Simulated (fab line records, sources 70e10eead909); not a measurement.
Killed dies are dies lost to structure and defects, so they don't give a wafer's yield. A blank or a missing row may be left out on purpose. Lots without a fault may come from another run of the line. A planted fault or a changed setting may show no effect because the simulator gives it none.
fab line records | flow nand_harc
record lots=11 wafers=33 last_day=24
route steps=1159 shown P_GATE@172
lots that met no fault: from a run of the same line without faults
start_h: hours from the record's first day to the start of the lot's first wafer shown | wait_h: hours since the lot's step before | " the same as in the row above | L1.1+2: a row that stands for several wafers | - no value, or no start given | * or withheld: withheld | < > ~ a bound
route shown NAME@n: a module of which the file shows steps, and the number in the route of the first | usual: mean/standard deviation of fault-free wafers | same: alike in all rows | chamber/n: place in a boat | sites: the reading at each site | _std_site: their standard deviation | _edge_site: outer sites' mean less inner sites' | radius_mm: how far each site lies from the wafer's centre | mask NAME#n: copy n | behind: the tool/chamber that last shaped the wafer | hold: why the lot was held/for how many hours/how that ended | device: the transistor (n, p or np) that didn't switch | end of line: the same wafers' tests at the end of the route | a step without rows: its recipe alone | killed: dies lost to structure and defects at the first sort, not the wafer's yield | map: a wafer's dies, x killed, . not, _ none there
set.NAME: the setting as run; set.NAME@STEP: as run at that earlier step | model.NAME: the simulator's own value behind a step, which no gauge read
steps of the route over a sample of lots; a table a step, a row a wafer
services: from which hour (start_h, from the record's first day; less than 0 if before it) a tool's chamber was out of use, for how many hours, and why
## steps
# step NHARC_P_GATE_DESCUM_48
# recipe time_s=3 o2_flow_sccm=200 ar_flow_sccm=0 bias_power_w=0 chemistry=O2
# usual chamber_pressure_mTorr=60.00/0.059 drypump_motor_current_A=5.9/0.5 oes_product_au=1.003/0.0093 rf_vpp_V=57.8/0.93 showerhead_plenum_p_Torr=1.91/0.085 throttle_valve_pct=11.310/0.0088
# columns lot.wafer tool chamber start_h wait_h chamber_pressure_mTorr drypump_motor_current_A oes_product_au rf_hours_counter_h rf_vpp_V showerhead_plenum_p_Torr throttle_valve_pct
L672.3 rie_diel-13 3 120.06 - 60.02 6.2 0.999 2 57.5 1.90 11.312
L672.2 " 1 " " 59.95 6.6 1.003 2 58.1 1.91 11.299
L672.5 " 0 " " 60.02 5.7 1.015 - 58.5 1.93 11.319
L673.1 rie_diel-12 3 120.60 - 60.08 5.3 1.013 15 59.5 1.99 11.304
L673.6 " 2 " " 59.96 6.3 0.999 - 58.6 2.05 11.330
L673.5 " 3 " " 60.05 5.4 1.019 - 59.2 1.99 11.302
L671.2 rie_diel-12 2 121.08 - 59.94 6.3 1.000 16 57.1 2.05 11.312
L671.4 " 3 " " 59.97 5.4 1.006 15 57.3 1.99 11.305
L671.6 " 1 " " 60.11 6.6 1.007 - 58.3 1.88 11.319
L674.1 rie_diel-10 2 138.84 - 59.97 5.0 0.998 49 56.8 1.86 11.316
L674.2 " 1 " " 60.05 5.3 1.006 50 57.0 2.03 11.310
L674.4 " 0 " " 60.04 5.7 0.979 - 56.5 1.85 11.314
L677.4 rie_diel-12 3 145.88 - 60.09 5.4 1.021 18 57.1 1.98 11.305
L677.1 " 0 " " 59.89 5.4 1.001 20 55.9 1.78 11.322
L677.6 " 2 " " 59.91 6.3 1.003 - 58.4 2.05 11.303
L676.4 rie_diel-12 0 146.38 - 60.07 5.5 1.000 20 55.9 1.78 11.318
L676.1 " 1 " " 59.93 6.6 1.005 19 57.6 1.88 11.325
L676.6 " 3 " " 59.90 5.3 1.028 - 58.8 1.98 11.301
L681.1 rie_diel-12 1 180.87 - 60.03 6.6 1.004 26 56.4 1.87 11.317
L681.3 " 0 " " 59.99 5.5 0.993 27 57.8 1.78 11.301
L681.6 " 2 " " 60.02 6.2 0.990 - 58.3 2.05 11.318
L683.1 rie_diel-13 1 189.84 - 60.04 6.6 1.004 26 57.7 1.90 11.302
L683.2 " 3 " " 60.01 6.2 1.006 32 59.3 1.89 11.306
L683.4 " 0 " " 60.01 5.7 1.001 31 58.6 1.92 11.317
L689.4 rie_diel-13 2 215.90 - 59.88 5.9 1.024 42 57.4 1.82 11.324
L689.1 " 3 " " 60.05 6.2 1.017 40 57.0 1.89 11.307
L689.3 " 0 " " 60.02 5.7 1.012 40 58.7 1.92 11.322
L691.2 rie_diel-13 3 227.00 - 60.03 6.2 1.009 44 57.0 1.88 11.302
L691.4 " 2 " " 59.93 5.8 1.016 44 58.9 1.82 11.317
L691.6 " 0 " " 59.97 5.7 1.007 - 57.4 1.92 11.309
L692.1 rie_diel-12 1 241.36 - 59.94 6.6 0.992 5 56.9 1.87 11.311
L692.3 " 2 " " 60.04 6.3 0.986 3 58.5 2.04 11.309
L692.5 " 0 " " 59.98 5.4 1.001 - 55.9 1.77 11.305
# step NHARC_P_GATE_STRIP_111
# recipe power_w=1500 temp_c=110 time_s=250 chemistry=N2/H2
# usual drypump_motor_current_A=6.0/0.42 heater_power_w=84/3.7
# columns lot.wafer tool chamber start_h wait_h drypump_motor_current_A heater_power_w rf_hours_counter_h
L672.2 plasma_asher-02 1 120.53 0.3 5.3 79 38
L672.3 " 1 " " 5.3 80 -
L672.5 " 0 " " 6.1 82 -
L673.1 plasma_asher-02 0 121.47 0.7 6.1 78 39
L673.6 " 0 " " 6.1 80 -
L673.5 " 1 " " 5.3 80 -
L671.2 plasma_asher-02 0 121.97 0.7 6.1 80 39
L671.4 " 0 " " 6.0 81 -
L671.6 " 1 " " 5.3 82 -
L674.1 plasma_asher-02 1 139.24 0.2 5.3 80 46
L674.2 " 0 " " 6.1 79 46
L674.4 " 0 " " 6.1 79 -
L677.1 plasma_asher-02 0 146.23 0.2 6.1 78 48
L677.4 " 0 " " 6.1 81 -
L677.6 " 0 " " 6.1 79 -
L676.1 plasma_asher-02 1 146.78 0.2 5.3 80 49
L676.4 " 0 " " 6.1 80 -
L676.6 " 0 " " 6.1 78 -
L681.1 plasma_asher-01 1 181.29 0.2 6.2 91 19
L681.3 " 1 " " 6.2 91 -
L681.6 " 0 " " 6.3 85 -
L683.2 plasma_asher-01 0 190.21 0.2 6.3 84 25
L683.1 " 1 " " 6.2 88 25
L683.4 " 0 " " 6.3 83 -
L689.1 plasma_asher-01 1 216.62 0.5 6.3 89 34
L689.4 " 0 " " 6.4 84 -
L689.3 " 1 " " 6.3 91 -
L691.2 plasma_asher-01 1 227.42 0.2 6.3 87 39
L691.4 " 1 " " 6.3 91 -
L691.6 " 0 " " 6.4 84 -
L692.1 plasma_asher-01 0 241.78 0.3 6.3 84 42
L692.3 " 0 " " 6.3 84 -
L692.5 " 0 " " 6.3 86 -
# step NHARC_P_GATE_DESCUM_61
# recipe time_s=3 o2_flow_sccm=200 ar_flow_sccm=0 bias_power_w=0 chemistry=O2
# usual chamber_pressure_mTorr=60.00/0.051 drypump_motor_current_A=5.8/0.48 oes_product_au=1.004/0.011 rf_vpp_V=57.8/0.84 showerhead_plenum_p_Torr=1.90/0.075 throttle_valve_pct=11.311/0.009
# columns lot.wafer tool chamber start_h wait_h chamber_pressure_mTorr drypump_motor_current_A oes_product_au rf_hours_counter_h rf_vpp_V showerhead_plenum_p_Torr throttle_valve_pct
L672.3 rie_diel-10 2 121.91 - 59.98 5.0 0.990 44 57.3 1.86 11.305
L672.2 " 1 " " 60.00 5.4 0.993 45 58.8 2.03 11.305
L672.5 " 3 " " 59.97 5.8 1.011 - 57.0 1.91 11.303
L673.1 rie_diel-10 2 122.89 - 60.04 5.0 0.996 44 58.0 1.86 11.294
L673.6 " 0 " " 59.94 5.7 0.984 - 57.1 1.86 11.317
L673.5 " 1 " " 60.00 5.4 0.992 - 57.7 2.03 11.314
L671.2 rie_diel-10 3 123.36 - 59.98 5.9 1.009 43 57.5 1.91 11.325
L671.4 " 2 " " 60.00 5.0 0.995 44 58.2 1.86 11.317
L671.6 " 0 " " 60.01 5.7 0.999 - 57.4 1.86 11.314
L674.4 rie_diel-13 3 140.54 - 59.93 6.2 1.007 10 57.3 1.90 11.299
L674.2 " 0 " " 59.93 5.7 1.014 9 57.7 1.93 11.309
L674.1 " 2 " " 60.01 5.8 1.009 9 58.9 1.83 11.308
L677.4 rie_diel-13 3 147.62 - 59.94 6.2 1.015 11 58.3 1.90 11.305
L677.1 " 0 " " 60.03 5.7 1.021 11 58.2 1.93 11.322
L677.6 " 0 " " 60.06 5.7 1.010 - 58.5 1.93 11.318
L676.4 rie_diel-10 0 148.20 - 59.99 5.7 0.991 52 57.2 1.85 11.299
L676.1 " 1 " " 60.01 5.4 0.993 53 58.5 2.02 11.298
L676.6 " 3 " " 60.04 5.8 1.003 - 57.3 1.91 11.309
L681.3 rie_diel-12 0 182.64 - 60.04 5.5 0.997 27 55.8 1.78 11.299
L681.1 " 1 " " 60.01 6.6 0.995 26 58.1 1.87 11.301
L681.6 " 0 " " 59.98 5.5 1.005 - 57.8 1.78 11.330
L683.2 rie_diel-10 3 191.60 - 59.97 5.8 1.001 1 57.0 1.91 11.313
L683.4 " 1 " " 60.02 5.4 0.992 1 57.4 2.02 11.321
L683.1 " 2 " " 60.06 5.0 0.987 2 57.7 1.85 11.303
L689.1 rie_diel-13 3 217.95 - 59.98 6.2 1.010 41 58.0 1.89 11.315
L689.4 " 1 " " 60.01 6.6 1.011 37 57.9 1.89 11.323
L689.3 " 2 " " 60.00 5.9 1.021 42 57.8 1.82 11.299
L691.4 rie_diel-13 3 228.85 - 59.98 6.2 1.013 44 57.6 1.88 11.314
L691.2 " 0 " " 59.94 5.7 1.006 43 58.6 1.92 11.303
L691.6 " 3 " " 59.93 6.2 1.007 - 58.0 1.88 11.312
L692.1 rie_diel-13 0 243.17 - 60.05 5.7 1.001 48 57.5 1.92 11.306
L692.3 " 1 " " 59.95 6.6 1.020 44 58.3 1.89 11.310
L692.5 " 1 " " 59.99 6.6 1.013 - 58.7 1.89 11.295
# step NHARC_P_GATE_EXPOSE_88
# recipe na=0.6 target_cd_nm=2000 dose_mj=11.87 mask_id=P_HVN
# columns lot.wafer tool chamber start_h wait_h mask
L672.2+3+5 krf_scanner-02 0 123.66 - P_HVN#0
L673.1+5+6 krf_scanner-01 0 124.32 - P_HVN#0
L671.2+4+6 krf_scanner-02 0 124.75 - P_HVN#0
L674.1+2+4 krf_scanner-01 0 141.93 - P_HVN#0
L677.1+4+6 krf_scanner-02 0 148.97 - P_HVN#0
L676.1+4+6 krf_scanner-04 0 149.57 - P_HVN#0
L681.1+3+6 krf_scanner-02 0 184.03 - P_HVN_R1#0
L683.1+2+4 krf_scanner-02 0 192.87 - P_HVN#0
L689.1+3+4 krf_scanner-04 0 219.34 - P_HVN#0
L691.2+4+6 krf_scanner-02 0 230.43 - P_HVN#0
L692.1+3+5 krf_scanner-04 0 244.65 - P_HVN#0
# step NHARC_P_GATE_CD_MEAS_91
# recipe target_cd_nm=2000 landing_energy_ev=500
# usual cd_nm=1999.8/1.6
# same landing_energy_ev=500
# columns lot.wafer tool chamber start_h wait_h cd_nm
L672.2 cd_sem-02 0 123.82 - 1998.9
L672.3 " 0 " " 1997.7
L672.5 " 0 " " 1996.9
L673.1 cd_sem-01 0 124.48 - 1998.0
L673.5 " 0 " " 1998.2
L673.6 " 0 " " 1997.7
L671.2 cd_sem-02 0 124.90 - 1999.5
L671.4 " 0 " " 1998.6
L671.6 " 0 " " 1999.9
L674.1 cd_sem-02 0 142.09 - 1999.2
L674.2 " 0 " " 2000.4
L674.4 " 0 " " 1999.8
L677.1 cd_sem-03 0 149.13 - 2000.2
L677.4 " 0 " " 1999.6
L677.6 " 0 " " 2002.1
L676.1 cd_sem-03 0 149.72 - 1997.1
L676.4 " 0 " " 1998.8
L676.6 " 0 " " 1999.0
L681.1 cd_sem-02 0 184.19 - 1897.5
L681.3 " 0 " " 1899.4
L681.6 " 0 " " 1896.4
L683.1 cd_sem-01 0 193.03 - 1997.1
L683.2 " 0 " " 1999.0
L683.4 " 0 " " 1996.9
L689.1 cd_sem-02 0 219.50 - 2000.1
L689.3 " 0 " " 2001.7
L689.4 " 0 " " 2001.8
L691.2 cd_sem-02 0 230.58 - 1998.7
L691.4 " 0 " " 1998.1
L691.6 " 0 " " 2000.2
L692.1 cd_sem-01 0 244.80 - 1996.6
L692.3 " 0 " " 1998.7
L692.5 " 0 " " 1998.4
## services
# columns tool chamber start_h hours kind
rie_diel-13 - 99.04 9.0 pm
rie_diel-13 0 99.04 9.0 vent_cycle
plasma_asher-01 - 99.20 9.0 pm
plasma_asher-01 - 110.25 13.7 repair
krf_scanner-04 - 126.00 4.0 pm
krf_scanner-01 - 132.11 1.1 repair
rie_diel-10 3 135.29 5.7 repair
krf_scanner-02 - 141.19 0.5 repair
plasma_asher-01 - 151.27 1.7 repair
rie_diel-12 1 151.90 5.1 repair
rie_diel-13 1 153.99 7.6 repair
rie_diel-12 - 157.18 0.4 repair
krf_scanner-02 - 160.43 2.5 repair
krf_scanner-01 - 164.14 0.3 repair
krf_scanner-01 - 167.30 0.5 repair
plasma_asher-02 - 174.65 0.9 repair
rie_diel-10 - 177.11 9.0 pm
plasma_asher-02 - 185.16 9.0 pm
rie_diel-12 - 202.40 9.0 pm
krf_scanner-02 - 210.00 4.0 pm
plasma_asher-02 - 215.56 1.7 repair
rie_diel-12 2 222.07 8.8 repair
rie_diel-12 1 225.80 1.7 repair
rie_diel-10 0 236.55 13.4 repair
## key
first_sign step=NHARC_P_GATE_EXPOSE_88 reading=mask direction=changed
effect step=NHARC_P_GATE_CD_MEAS_91 reading=cd_nm direction=down sigmas=64 usual=1999.8 struck=1897.7
met_at NHARC_P_GATE_EXPOSE_88
struck_lots L681
tester_left_out L681
not_acting_at NHARC_P_GATE_DESCUM_48,NHARC_P_GATE_STRIP_111,NHARC_P_GATE_DESCUM_61
onset_between 148.97 184.03
fault kind=wrong_mask tool=any chamber=- onset_h=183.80 steps=NHARC_P_GATE_EXPOSE_88 aux_copy=P_HVN_R1#0 cd_offset_nm=-102.25 scope=struck_lots_only
# tester_left_out: of these lots the tester's yield and bins aren't shown, on N5 and GAA mostly nor the transistor test; their killed dies are dies lost to structure and defects alone, not to doping, threshold or leakage, so they don't give the yield
